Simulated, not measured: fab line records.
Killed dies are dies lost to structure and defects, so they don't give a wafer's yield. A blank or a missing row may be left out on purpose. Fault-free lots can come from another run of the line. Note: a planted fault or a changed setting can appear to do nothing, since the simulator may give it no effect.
Matching of chambers	flow nand-harc	NHARC_A_CHANNEL_HOLE_D1_DEP_01 on pecvd-01 has 3 sister chambers
The step deposits SiON, target thk 140 nm. 6 wafers are shown with their chamber, then 10 later ones without.

== EACH WAFER AND ITS CHAMBER ==
wafer	chamber	heater-power-w (W)	susceptor-temp-C (C)
L083.4	2	691	399.56
L086.2	0	827	400.22
L086.4	2	769	400.18
L086.6	1	742	400.00
L089.1	0	853	399.97
L089.2	1	818	400.38

== WAFERS WITHOUT THEIR CHAMBER ==
wafer	heater-power-w (W)	susceptor-temp-C (C)
L089.4	701	400.01
L090.2	819	400.01
L090.3	772	400.19
L090.5	785	400.14
L093.1	804	400.12
L093.4	723	399.77
L093.6	823	399.99
L097.1	739	400.36
L097.2	737	399.77
L097.4	731	400.30

== CHAMBER TAKEN BY EACH ==
wafer	from the rows above	in truth
L089.4	can't be placed: 2 or 1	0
L090.2	can't be placed: 0 or 1 or 2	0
L090.3	can't be placed: 1 or 2 or 0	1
L090.5	can't be placed: 1 or 0 or 2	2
L093.1	can't be placed: 1 or 0 or 2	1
L093.4	can't be placed: 2 or 1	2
L093.6	can't be placed: 0 or 1 or 2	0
L097.1	can't be placed: 1 or 2 or 0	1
L097.2	can't be placed: 2 or 1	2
L097.4	can't be placed: 1 or 2 or 0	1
0 of 10 placed correctly. Can't be placed from these rows: 10 (the true chamber is among the candidates in 9). Placed wrongly: 0.
How it was worked out, from the rows above alone: a wafer's distance from a chamber is the root of the sum, over the readings, of the square of ((its reading less the chamber's mean) divided by the reading's scatter). The wafer belongs to the nearest chamber; if the next one is less than 2 further off, it can't be placed. A chamber's mean is the mean of its shown wafers. The scatter: the root of (the sum of the squares of (reading less its chamber's mean) over the shown wafers, divided by (wafers less chambers)).
